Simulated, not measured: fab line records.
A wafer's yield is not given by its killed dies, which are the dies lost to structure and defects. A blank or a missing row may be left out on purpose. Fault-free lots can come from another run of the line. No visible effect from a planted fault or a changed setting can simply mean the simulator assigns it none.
fab line records	flow nandHarc
record: lots: 5	wafers: 15	lastDay: 23
route steps=1159 shown THIN_TSV@1142 END@1158
lots with no fault: from the same line, run without faults
startH: the number of hours between the record's first day and the start of the first shown wafer of the lot	waitH: hours since the lot's step before	" unchanged from the row above	L1.1+2: a single row standing in for several wafers	- no value present, or no start provided	* or withheld: withheld	< > ~ a bound
route shown NAME@n: NAME is a module with steps in the file, n the number in the route of the first one	usual: average and standard deviation across the fault-free wafers	same: alike in all rows	chamber/n: place in a boat	sites: readings site by site	_std_site: the values' standard deviation	_edge_site: inner sites' mean taken away from outer sites' mean	radiusMm: how far each site lies from the wafer's centre	mask NAME#n: copy n	behind: the last tool/chamber to shape the wafer	hold: reason for holding the lot/hours on hold/outcome of the hold	device: the transistor (n, p or np) that didn't switch	end of line: tests run on the same wafers once the route is complete	a step given without rows: its recipe and nothing more	killed: at the first sort, the dies lost to defects and structure; wafer yield is something else	map: a wafer's dies, x killed, . not, _ none there
set.NAME: the setting as run; set.NAME@STEP: as run at that earlier step	model.NAME: the simulator's own value behind a step, which no gauge read
lots seen at some steps along the route; tables by step, rows by wafer
services: a tool's chamber out of use, with start hour (startH, from the record's first day; less than 0 if before it), hours out, and reason
== steps ==
step: NHARC_THIN_TSV_COAT_27
recipe: spinRpm: *
step: NHARC_THIN_TSV_SOFTBAKE_28
recipe: tempC: 122	timeS: 95
step: NHARC_THIN_TSV_EBR_29
step: NHARC_THIN_TSV_EXPOSE_30
recipe: na: 0.55	doseMj: 11.47	maskId: PAD
step: NHARC_THIN_TSV_PEB_31
recipe: pebTempC: 118	pebTimeS: 85
step: NHARC_THIN_TSV_DEVELOP_32
recipe: timeS: 70
step: NHARC_THIN_TSV_CD_MEAS_33
recipe: targetCdNm: 5000	landingEnergyEv: 500
usual: cdNm: 4999.7/1.5
lot.wafer	tool	chamber	startH	waitH	cdNm
L395.1	cdSem-03	0	452.24	-	5001.0
L395.3	"	0	"	"	5001.3
L395.5	"	0	"	"	5001.1
L401.2	cdSem-02	0	486.46	-	4999.5
L401.3	"	0	"	"	4998.3
L401.4	"	0	"	"	4998.5
L407.2	cdSem-02	0	527.28	-	4998.9
L407.4	"	0	"	"	4997.8
L407.5	"	0	"	"	4999.2
L413.1	cdSem-02	0	537.99	-	5000.6
L413.4	"	0	"	"	4999.7
L413.5	"	0	"	"	4998.8
L409.1	cdSem-03	0	546.06	-	4999.1
L409.2	"	0	"	"	4997.6
L409.4	"	0	"	"	4998.7
step: NHARC_THIN_TSV_HARDBAKE_34
recipe: tempC: 125	timeS: 80
step: NHARC_THIN_TSV_DESCUM_35
recipe: timeS: 3	o2FlowSccm: 200	arFlowSccm: 0	biasPowerW: 0	chemistry: O2
usual: drypumpMotorCurrentA: 5.8/0.53	oesProductAu: 1.002/0.0076	rfVppV: 57.7/0.85	showerheadPlenumPTorr: 1.90/0.066	throttleValvePct: 11.311/0.0095
lot.wafer	tool	chamber	startH	waitH	drypumpMotorCurrentA	oesProductAu	rfHoursCounterH	rfVppV	showerheadPlenumPTorr	throttleValvePct
L395.3	rieDiel-06	3	452.40	-	6.7	1.016	3	56.3	1.85	11.294
L395.1	"	2	"	"	5.7	1.016	3	57.7	1.84	11.316
L395.5	"	3	"	"	6.7	1.006	-	56.5	1.85	11.324
L401.4	rieDiel-06	2	486.63	-	5.7	1.002	5	57.7	1.84	11.307
L401.2	"	0	"	"	6.4	1.016	5	57.4	1.97	11.301
L401.3	"	1	"	"	4.8	1.005	4	59.0	1.94	11.302
L407.4	rieDiel-06	0	527.43	-	6.4	0.996	7	58.1	1.97	11.311
L407.2	"	1	"	"	4.8	1.004	6	58.3	1.94	11.308
L407.5	"	1	"	"	4.8	1.005	-	59.2	1.94	11.311
L413.1	rieDiel-08	3	538.15	-	5.2	1.017	3	58.2	1.88	11.310
L413.4	"	2	"	"	6.3	0.990	3	57.7	1.88	11.319
L413.5	"	0	"	"	5.6	1.004	-	58.4	1.86	11.315
L409.2	rieDiel-09	3	546.22	-	5.7	0.989	10	58.5	1.96	11.308
L409.1	"	1	"	"	6.1	0.991	10	57.1	1.91	11.311
L409.4	"	2	"	"	6.0	0.990	10	56.8	1.92	11.310
step: NHARC_THIN_TSV_ETCH_59
recipe: targetDepthA: 8800	icpW: 900	biasW: 100	Cl2_flow_sccm: 60	bcl3FlowSccm: 30	timeS: 138.1	chemistry: Cl2/BCl3
usual: biasW: 100.0/0.32	drypumpMotorCurrentA: 5.8/0.39	heBacksideLeakSccm: 3.43/0.24	mfcCl2Sccm: 60.05/0.17	oesProductAu: 1.008/0.0081	throttleValvePct: 22.265/0.01
lot.wafer	tool	chamber	startH	waitH	biasW	drypumpMotorCurrentA	heBacksideLeakSccm	mfcCl2Sccm	oesProductAu	rfHoursCounterH	throttleValvePct
L395.1	rieMetal-01	0	452.57	0.1	99.4	5.3	3.53	60.21	1.010	2.7	22.267
L395.3	"	0	"	"	100.3	5.4	3.63	60.03	1.004	-	22.289
L395.5	"	0	"	"	100.1	5.4	3.75	60.24	1.019	-	22.270
L401.2	rieMetal-02	0	486.79	0.1	100.0	6.1	3.46	60.09	0.998	3.0	22.275
L401.3	"	1	"	"	100.3	5.7	3.13	59.90	1.010	-	22.259
L401.4	"	0	"	"	99.7	6.2	3.33	59.84	1.009	-	22.268
L407.2	rieMetal-02	1	527.60	0.1	100.6	5.7	3.24	59.94	1.012	4.4	22.257
L407.4	"	0	"	"	100.0	6.2	3.37	59.99	1.017	-	22.252
L407.5	"	1	"	"	100.1	5.7	3.08	59.98	1.003	-	22.251
L413.1	rieMetal-02	0	538.32	0.2	99.9	6.2	3.34	59.89	1.015	4.7	22.258
L413.4	"	1	"	"	100.6	5.7	3.15	59.93	1.009	-	22.252
L413.5	"	1	"	"	100.5	5.7	3.03	60.07	1.021	-	22.268
L409.2	rieMetal-02	0	546.34	0.1	100.2	6.2	3.35	59.86	1.018	4.9	22.267
L409.1	"	1	"	"	99.9	5.7	3.20	60.20	1.017	4.9	22.270
L409.4	"	0	"	"	100.6	6.2	3.40	59.86	1.009	-	22.269
step: NHARC_THIN_TSV_ETCH_36
recipe: targetDepthA: 650	overEtchFrac: 0.3	timeS: 18.571	ionEnergyEv: 150	chemistry: Cl2/BCl3
usual: drypumpMotorCurrentA: 5.8/0.39	heBacksideLeakSccm: 3.42/0.28	oesProductAu: 1.007/0.0073
lot.wafer	tool	chamber	startH	waitH	drypumpMotorCurrentA	heBacksideLeakSccm	oesProductAu	rfHoursCounterH
L395.1	rieMetal-01	1	452.80	0.2	5.5	3.51	1.004	2.8
L395.3	"	1	"	"	5.5	3.68	1.004	-
L395.5	"	0	"	"	5.3	3.26	1.014	-
L401.2	rieMetal-02	0	487.02	0.2	6.2	3.40	1.008	3.1
L401.4	"	1	"	"	5.8	3.15	0.999	-
L401.3	"	0	"	"	6.2	3.31	1.012	-
L407.2	rieMetal-02	0	527.82	0.2	6.2	3.30	1.008	4.6
L407.4	"	1	"	"	5.7	3.22	1.010	-
L407.5	"	1	"	"	5.7	3.07	0.999	-
L413.1	rieMetal-02	0	538.54	0.2	6.2	3.14	1.010	4.9
L413.4	"	0	"	"	6.2	3.27	1.000	-
L413.5	"	1	"	"	5.7	3.13	1.001	-
L409.1	rieMetal-02	1	546.60	0.2	5.7	3.00	1.001	5.1
L409.2	"	0	"	"	6.2	3.07	1.009	5.1
L409.4	"	1	"	"	5.7	3.07	1.008	-
step: NHARC_THIN_TSV_STRIP_56
recipe: powerW: 1500	tempC: 250	chemistry: O2
usual: drypumpMotorCurrentA: 5.8/0.47	heaterPowerW: 340/36
lot.wafer	tool	chamber	startH	waitH	drypumpMotorCurrentA	heaterPowerW	rfHoursCounterH
L395.1	plasmaAsher-02	1	453.27	0.5	6.2	336	26
L395.3	"	0	"	"	6.1	311	-
L395.5	"	1	"	"	6.2	330	-
L401.2	plasmaAsher-02	0	487.17	0.1	6.1	306	41
L401.4	"	1	"	"	6.2	340	-
L401.3	"	0	"	"	6.1	304	-
L407.2	plasmaAsher-02	0	527.92	0.1	6.1	306	52
L407.4	"	0	"	"	6.1	306	-
L407.5	"	0	"	"	6.1	301	-
L413.1	plasmaAsher-01	1	538.78	0.2	5.0	399	25
L413.4	"	0	"	"	5.6	326	-
L413.5	"	0	"	"	5.6	314	-
L409.2	plasmaAsher-02	0	547.21	0.6	6.1	306	0
L409.1	"	1	"	"	6.2	354	0
L409.4	"	0	"	"	6.1	301	-
step: NHARC_THIN_TSV_STRIP_57
recipe: timeS: 1200	tempC: 72.5	chemistry: postEtchResidueRemover
lot.wafer	tool	chamber	startH	waitH
L395.1+3+5	wetBench-10	3,5,7	453.57	0.3
L401.2+3+4	wetBench-08	0,2,4	487.48	0.3
L407.5+4+2	wetBench-08	0,3,4	528.28	0.1
L413.5+1+4	wetBench-10	1,4,6	539.09	0.1
L409.4+1+2	wetBench-10	6,2,3	547.56	0.2
step: NHARC_THIN_TSV_CD_MEAS_37
usual: cdNm: 5000.5/2.1
lot.wafer	tool	chamber	startH	waitH	cdNm
L395.1	cdSem-01	-	454.03	-	5000.5
L395.3	"	-	"	"	5000.8
L395.5	"	-	"	"	5002.3
L401.2	cdSem-02	-	487.93	-	4998.8
L401.3	"	-	"	"	4999.1
L401.4	"	-	"	"	4998.5
L407.2	cdSem-02	-	528.71	-	4999.4
L407.4	"	-	"	"	4999.3
L407.5	"	-	"	"	5002.2
L413.1	cdSem-01	-	539.53	-	5001.5
L413.4	"	-	"	"	5001.0
L413.5	"	-	"	"	4999.8
L409.1	cdSem-03	-	548.01	-	5000.3
L409.2	"	-	"	"	4998.4
L409.4	"	-	"	"	4999.9
step: NHARC_THIN_TSV_ANNEAL_58
recipe: tempC: 400	timeS: 1800
step: NHARC_THIN_TSV_INSPECT_40
usual: rawDefectCount: 470/72
lot.wafer	tool	chamber	startH	waitH	rawDefectCount
L395.1	defectInspect-02	-	458.48	0.4	558
L395.3	"	-	"	"	555
L395.5	"	-	"	"	493
L401.2	defectInspect-01	-	491.45	0.4	405
L401.3	"	-	"	"	393
L401.4	"	-	"	"	351
L407.2	defectInspect-01	-	532.97	0.4	762
L407.4	"	-	"	"	497
L407.5	"	-	"	"	487
L413.1	defectInspect-02	-	542.36	0.4	671
L413.4	"	-	"	"	473
L413.5	"	-	"	"	421
L409.1	defectInspect-01	-	552.53	0.4	475
L409.2	"	-	"	"	663
L409.4	"	-	"	"	713
step: NHARC_END_WLT_00
usual: VT_DECK1_BOTTOM: 0.873/0.0072	VT_DECK1_BOTTOM_INNER: 0.873/0.0074	VT_DECK1_MEDIAN_NEAR_BOTTOM: 0.874/0.0074	VT_DECK1_MEDIAN_NEAR_BOTTOM_INNER: 0.875/0.0073	VT_DECK1_MIDDLE: 0.888/0.0078	VT_DECK1_MIDDLE_INNER: 0.887/0.0075	VT_DECK1_TOP: 0.899/0.0076	VT_DECK1_TOP_INNER: 0.899/0.0078
lot.wafer	tool	chamber	startH	waitH	VT_DECK1_BOTTOM	VT_DECK1_BOTTOM_INNER	VT_DECK1_MEDIAN_NEAR_BOTTOM	VT_DECK1_MEDIAN_NEAR_BOTTOM_INNER	VT_DECK1_MIDDLE	VT_DECK1_MIDDLE_INNER	VT_DECK1_TOP	VT_DECK1_TOP_INNER
L395.1	prober-01	-	463.25	4.8	0.867	0.864	0.867	0.858	0.877	0.875	0.885	0.890
L395.3	"	-	464.26	5.8	0.861	0.871	0.865	0.864	0.876	0.872	0.888	0.890
L395.5	"	-	465.27	6.8	0.863	0.872	0.871	0.869	0.879	0.877	0.899	0.890
L401.2	prober-02	-	494.89	3.4	0.880	0.871	0.878	0.873	0.900	0.884	0.904	0.908
L401.3	"	-	"	"	0.871	0.879	0.883	0.888	0.894	0.889	0.903	0.904
L401.4	"	-	"	"	0.882	0.877	0.878	0.882	0.898	0.890	0.902	0.900
L407.2	prober-02	-	533.53	0.6	0.865	0.855	0.858	0.867	0.870	0.871	0.887	0.890
L407.4	"	-	534.54	1.6	0.861	0.851	0.865	0.866	0.872	0.874	0.889	0.893
L407.5	"	-	"	"	0.869	0.870	0.858	0.863	0.880	0.875	0.885	0.892
L413.1	prober-01	-	542.41	0.0	0.881	0.888	0.879	0.883	0.898	0.897	0.902	0.903
L413.4	"	-	543.93	1.6	0.887	0.879	0.884	0.882	0.901	0.884	0.906	0.902
L413.5	"	-	"	"	0.887	0.884	0.884	0.885	0.896	0.883	0.908	0.906
L409.1	prober-02	-	552.59	0.1	0.875	0.865	0.862	0.878	0.879	0.888	0.904	0.897
L409.2	"	-	"	"	0.871	0.880	0.870	0.882	0.888	0.882	0.896	0.896
L409.4	"	-	554.09	1.6	0.871	0.864	0.872	0.878	0.895	0.885	0.904	0.906
step: NHARC_END_SORT_01
recipe: tempC: 25
usual: defectLimitedYield: 95.3/1.6	killedAtArray: 28/10	killedAtOther: 0.6/0.85	killedAtPeriphery: 3.3/2.3	killedDies: 32/11	killedOpen: 3.3/1.5	killedShort: 2.1/1.4	sort_bin_2_pct: 1.5/0.63	sort_bin_3_pct: 0.25/0.21	sort_bin_4_pct: 3.0/1.1	sortNPass: 645/11	sortRimYieldPct: 97.6/1.6	sortYieldPct: 95.3/1.6
same: grossDies: 677	sort_bin_5_pct[%]: 0	sort_bin_6_pct[%]: 0	sort_bin_7_pct[%]: 0	sort_bin_8_pct[%]: 0	sortRimNGross: 106.00
lot.wafer	tool	chamber	startH	waitH	defectLimitedYield[%]	killedAtArray	killedAtOther	killedAtPeriphery	killedDies	killedOpen	killedShort	sort_bin_2_pct[%]	sort_bin_3_pct[%]	sort_bin_4_pct[%]	sortNPass	sortRimYieldPct[%]	sortYieldPct[%]
L395.1	prober-01	0	466.27	2.5	95.7	20	1	8	29	4	2	1.2	0	3.1	648	96.2	95.7
L395.3	prober-01	0	467.88	3.1	96.8	19	0	3	22	4	3	1.3	0	1.9	655	98.1	96.8
L395.5	prober-01	0	469.49	3.7	96.9	21	0	0	21	2	0	1.2	0.15	1.8	656	98.1	96.9
L401.2	prober-02	0	498.19	2.8	95.3	27	0	5	32	3	4	1.6	0.44	2.7	645	98.1	95.3
L407.2	prober-02	0	536.85	2.8	86.1	24	67	3	94	1	0	6.9	1.92	5.0	583	91.5	86.1
L407.4	prober-02	0	538.43	3.4	94.2	37	1	1	39	3	1	1.0	0.15	4.6	638	97.2	94.2
L407.5	prober-02	0	539.22	3.7	95.7	29	0	0	29	4	3	1.3	0.59	2.4	648	99.1	95.7
L409.1	prober-02	0	555.60	2.5	93.2	44	0	2	46	3	2	2.1	0.30	4.4	631	95.3	93.2
L409.2	prober-02	0	556.40	2.8	92.2	49	1	3	53	2	2	1.6	0.74	5.5	624	98.1	92.2
L409.4	prober-02	0	558.02	3.4	93.1	44	0	3	47	5	2	2.2	0.44	4.3	630	98.1	93.1
killed by level:class
L395.1 A_CHANNEL_HOLE_D1:chamberFilmFlake=13 A_STAIRCASE:chamberFilmFlake=4 P_CONTACT:geometricParticle:open=3 P_GATE:chamberFilmFlake=2 A_CONTACT:chamberFilmFlake=2 P_STI:geometricParticle:short=1 P_CONTACT:geometricParticle:short=1 P_M0:geometricParticle:open=1
L395.3 A_CHANNEL_HOLE_D1:chamberFilmFlake=12 A_BLC:geometricParticle:open=2 A_STAIRCASE:chamberFilmFlake=2 P_GATE:geometricParticle:open=1 P_CONTACT:geometricParticle:short=1 A_CHANNEL_FILL_D1:geometricParticle:short=1 A_M0:geometricParticle:open=1 A_M1:geometricParticle:short=1
L395.5 A_CHANNEL_HOLE_D1:chamberFilmFlake=12 A_STAIRCASE:chamberFilmFlake=5 A_SLIT:chamberFilmFlake=2 A_ONON_D1:geometricParticle:open=1 A_BLC:geometricParticle:open=1
L401.2 A_CHANNEL_HOLE_D1:chamberFilmFlake=11 P_GATE:chamberFilmFlake=4 A_WL_FILL:chamberFilmFlake=4 A_CONTACT:chamberFilmFlake=3 A_M0:geometricParticle:open=2 A_STAIRCASE:chamberFilmFlake=2 P_CONTACT:geometricParticle:short=1 A_CHANNEL_HOLE_D1:geometricParticle:short=1
L407.2 THIN_TSV:unspecified=67 A_SLIT:chamberFilmFlake=16 A_BONDPAD:chamberFilmFlake=3 P_BONDPAD:chamberFilmFlake=2 A_CHANNEL_HOLE_D1:chamberFilmFlake=2 A_WL_FILL:geometricParticle:open=1 P_M1:chamberFilmFlake=1 A_ZERO_WELL:chamberFilmFlake=1
L407.4 A_SLIT:chamberFilmFlake=17 A_CHANNEL_HOLE_D1:chamberFilmFlake=5 A_BONDPAD:chamberFilmFlake=4 A_WL_FILL:chamberFilmFlake=3 A_CONTACT:chamberFilmFlake=2 P_M0:geometricParticle:open=1 A_ONON_D1:geometricParticle:open=1 A_CONTACT:geometricParticle:short=1
L407.5 A_SLIT:chamberFilmFlake=14 A_CHANNEL_HOLE_D1:chamberFilmFlake=3 A_SOURCE_PLATE:geometricParticle:short=2 A_CHANNEL_FILL_D1:geometricParticle:open=2 A_CONTACT:chamberFilmFlake=2 A_ONON_D1:geometricParticle:open=1 A_BLC:geometricParticle:short=1 A_M0:geometricParticle:open=1
L409.1 A_SLIT:chamberFilmFlake=18 A_CHANNEL_HOLE_D1:chamberFilmFlake=11 A_CONTACT:chamberFilmFlake=5 A_STAIRCASE:chamberFilmFlake=3 A_ZERO_WELL:chamberFilmFlake=2 P_GATE:geometricParticle:short=1 P_M0:geometricParticle:open=1 A_ONON_D1:geometricParticle:short=1
L409.2 A_CHANNEL_HOLE_D1:chamberFilmFlake=24 A_SLIT:chamberFilmFlake=17 A_CONTACT:chamberFilmFlake=3 P_M0:geometricParticle:open=2 A_STAIRCASE:chamberFilmFlake=2 A_ONON_D1:geometricParticle:short=1 A_M0:geometricParticle:short=1 P_GATE:chamberFilmFlake=1
L409.4 A_CHANNEL_HOLE_D1:chamberFilmFlake=17 A_SLIT:chamberFilmFlake=16 A_CHANNEL_FILL_D1:geometricParticle:short=2 A_M0:geometricParticle:open=2 A_STAIRCASE:chamberFilmFlake=2 A_CONTACT:chamberFilmFlake=2 P_M1:geometricParticle:open=1 A_CONTACT:geometricParticle:open=1
map L407.2 (x killed, . not)
____________x____________
_________.....x._________
_______..........._______
______.............______
_____..............._____
____..........xx.....____
____.................____
___............x......___
___...................___
__...x.................__
__.....................__
_......................._
_..................x...._
_......................._
_.........xxxx.........._
_......x..x............._
...................x.x...
........x..x...x...x.x.xx
...........x.....xxxxx...
........xx.xx....xxxxxxxx
..........x.x....xxxxxxx.
_.........x......xxxxxxx_
_...............xxxxxxx._
_................xxxxxxx_
_...............xxxxxxxx_
_................xxxxx.._
__................xxxxx__
__.................xx..__
___.....x...........xx___
___...................___
____.................____
____.................____
_____..............._____
______.............______
_______..........._______
_________......._________
____________.____________
map L401.4 (x killed, . not)
____________.____________
_________......._________
_______..........._______
______.............______
_____..............._____
____....x.x..........____
____.................____
___...................___
___..............xx...___
__.....................__
__.....................__
_......................._
_......................._
_......................._
_......................._
_..x..............x....._
...xx....................
....xx........x..........
...x.x...................
..xxx.............x......
..xxx............x.......
_x..x..................._
_x.x..............x....._
_.....x................._
_..xx..................._
_......................._
__.....................__
__.........x...........__
___...................___
___.x.................___
____.x..x............____
____x................____
_____..............._____
______.............______
_______.x........._______
_________......._________
____________.____________
== services ==
tool	chamber	startH	hours	kind
rieDiel-09	-	431.11	9.0	pm
plasmaAsher-01	-	431.37	4.1	repair
wetBench-10	-	436.94	8.0	pm
plasmaAsher-02	-	443.03	9.9	repair
wetBench-10	0	444.94	-	consumableReplace:bath
wetBench-10	0	444.94	-	consumableReplace:filter
wetBench-10	1	444.94	-	consumableReplace:bath
wetBench-10	1	444.94	-	consumableReplace:filter
wetBench-10	2	444.94	-	consumableReplace:bath
wetBench-10	2	444.94	-	consumableReplace:filter
rieDiel-06	1	446.98	3.9	repair
plasmaAsher-01	-	453.14	9.0	pm
rieDiel-06	2	454.07	2.7	repair
rieDiel-09	1	458.80	6.5	repair
rieDiel-08	-	478.80	9.0	pm
plasmaAsher-01	-	505.40	1.2	repair
rieMetal-01	-	509.00	9.0	pm
rieMetal-02	-	509.54	0.4	repair
rieDiel-09	0	527.71	18.4	repair
plasmaAsher-02	-	537.88	9.0	pm
plasmaAsher-02	0	537.88	9.0	ventCycle
plasmaAsher-02	1	537.88	9.0	ventCycle
plasmaAsher-02	0	546.88	-	clean
plasmaAsher-02	1	546.88	-	clean
== key ==
firstSign: step: NHARC_THIN_TSV_INSPECT_40	reading: rawDefectCount	direction: up	sigmas: 4.1	usual: 470	struck: 762
effect: step: NHARC_END_SORT_01	reading: killedAtOther	direction: up	sigmas: 66	usual: 0.6	struck: 67
moreKillsBornAt: NHARC_THIN_TSV_STRIP_57@wetBench-08: 67
metAt NHARC_THIN_TSV_STRIP_57
struckWafers L407.2
onsetBetween 487.48 528.28
fault: kind: chamberParticleSource	tool: wetBench-08	chamber: 4	onsetH: 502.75	steps: NHARC_THIN_TSV_STRIP_57	ratePerVisitCm2: 0.4663	endH: 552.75
